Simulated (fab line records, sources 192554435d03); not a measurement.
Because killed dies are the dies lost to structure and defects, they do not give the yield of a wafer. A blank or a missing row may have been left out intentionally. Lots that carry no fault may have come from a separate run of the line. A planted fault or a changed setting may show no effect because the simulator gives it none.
Comparing a struck lot with a sound one / flow n5-finfet / 24 out of 1938 route steps
Sound: these wafers, L804.1, L804.4, L804.6. The struck wafers were L801.2, L801.3, L801.5. The cause comes at the end.
Order at every step that has rows: each side's tool, ch and its chambers, its first start. Under that, the readings that differ: sound wafers / struck wafers / difference of the means / sigmas: that difference in standard deviations of wafers without a fault.
alike: readings whose means differ by less than 2 such deviations, and words and numbers that are the same on both sides. not compared: withheld readings, readings that some wafer has no value for, bounds like >300 that may hide the same value, and numbers for which the record gives no deviation and whose values overlap.
A row with sigmas, a row that says differs or no value, or rows on one side alone: a step with any of these is where the two part. Numbers that don't overlap but have no deviation are shown without sigmas and don't part them. A reading that every wafer of one side lacks parts them only if that side has two wafers or more.

first, 10 steps without rows for these wafers: N5_BEOL_M5_DESCUM_16 (chemistry O2, time 7 s); N5_BEOL_M5_ETCH_72 (etches underlayer in N2/H2, target depth 6.5 nm, time 5.2 s); N5_BEOL_M5_ETCH_61 (etches SiARC in CF4, target depth 15.6 nm, time 26 s); N5_BEOL_M5_ETCH_62 (etches SOC in N2/H2, target depth 75 nm, overetch 15 nm, time 112.5 s); N5_BEOL_M5_STRIP_63 (strips in N2/H2); N5_BEOL_M5_STRIP_73 (strips in N2/H2); N5_BEOL_M5_STRIP_64 (strips in CF4); N5_BEOL_M5_HM_OPEN_17 (chemistry Cl2/BCl3, target TiN, target depth 20 nm, overetch 6 nm); N5_BEOL_M5_STRIP_19 (strips in O2); N5_BEOL_M5_COAT_65 (time 60 s, resist thk 60 nm).
N5_BEOL_M5_COAT_66: time 60 s, resist thk 12 nm.
  sound on litho-track-01 ch 0, day 17 22:52; struck on litho-track-03 ch 0, day 15 20:16
reading=spin-speed-rpm (rpm); sound=1499.7 1497.3 1498.8; struck=1430.6 1429.2 1430.3; difference=-68.6; sigmas=-69
reading=model.SiARC_of_BEOL_M5_COAT_66.thk-nm (nm); sound=12 12 12; struck=12.4 12.4 12.4; difference=+0.4; sigmas=
  alike: chill-plate-temp-C, exhaust-pa, resist-line-temp-C
then, 9 steps without rows for these wafers: N5_BEOL_M5_COAT_74 (time 60 s, resist thk 5 nm); N5_BEOL_M5_COAT_22 (resist thk 30 nm); N5_BEOL_M5_EBR_24; N5_BEOL_M5_SOFTBAKE_23 (time 60 s); N5_BEOL_M5_EXPOSE_25 (exposes mask V4, defocus 10 nm); N5_BEOL_M5_PEB_26 (peb time 60 s); N5_BEOL_M5_DEVELOP_27 (develop time 30 s); N5_BEOL_M5_DESCUM_33 (chemistry O2, time 7 s); N5_BEOL_M5_ETCH_75 (etches underlayer in N2/H2, target depth 6.5 nm, time 5.2 s).
N5_BEOL_M5_ETCH_67: etches SiARC in CF4, target depth 15.6 nm, time 26 s.
  sound on rie-diel-06 ch 0,1, day 17 23:32; struck on rie-diel-06 ch 0,2, day 15 22:46
reading=model.etch.depth-nm (nm); sound=12.03 12.01 12.04; struck=12.35 12.38 12.34; difference=+0.33; sigmas=
  alike: drypump-motor-current-A, etch-rf-on-time-s, oes-product-au, rf-vpp-V, showerhead-plenum-p-Torr, throttle-valve-pct
  not compared: rf-hours-counter-h, model.CAR-EUV_of_BEOL_M5_COAT_22.thk-nm
N5_BEOL_M5_ETCH_68: etches SOC in N2/H2, target depth 80 nm, overetch 16 nm, time 120 s.
  sound on rie-diel-06 ch 0,1, day 17 23:34; struck on rie-diel-06 ch 0,2, day 15 22:48
reading=model.SiARC_of_BEOL_M5_COAT_66.thk-nm (nm); sound=6.2 6.6 6.6; struck=7 6.8 6.8; difference=+0; sigmas=
  alike: drypump-motor-current-A, oes-product-au, rf-vpp-V, showerhead-plenum-p-Torr, throttle-valve-pct
  not compared: rf-hours-counter-h
then, 1 step without rows for these wafers: N5_BEOL_M5_STRIP_69 (strips in N2/H2).
N5_PASSIVATION_PROBE_49:
  the record has rows for the sound wafers here (prober-02, day 22 04:38) and none for the struck ones

== WHERE THEY PART ==
Earliest at N5_BEOL_M5_COAT_66; latest, in this record, at N5_PASSIVATION_PROBE_49.

WHY: what had been put in by the simulator
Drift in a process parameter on litho-track-03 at N5_BEOL_M5_COAT_66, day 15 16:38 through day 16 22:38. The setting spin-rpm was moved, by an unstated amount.
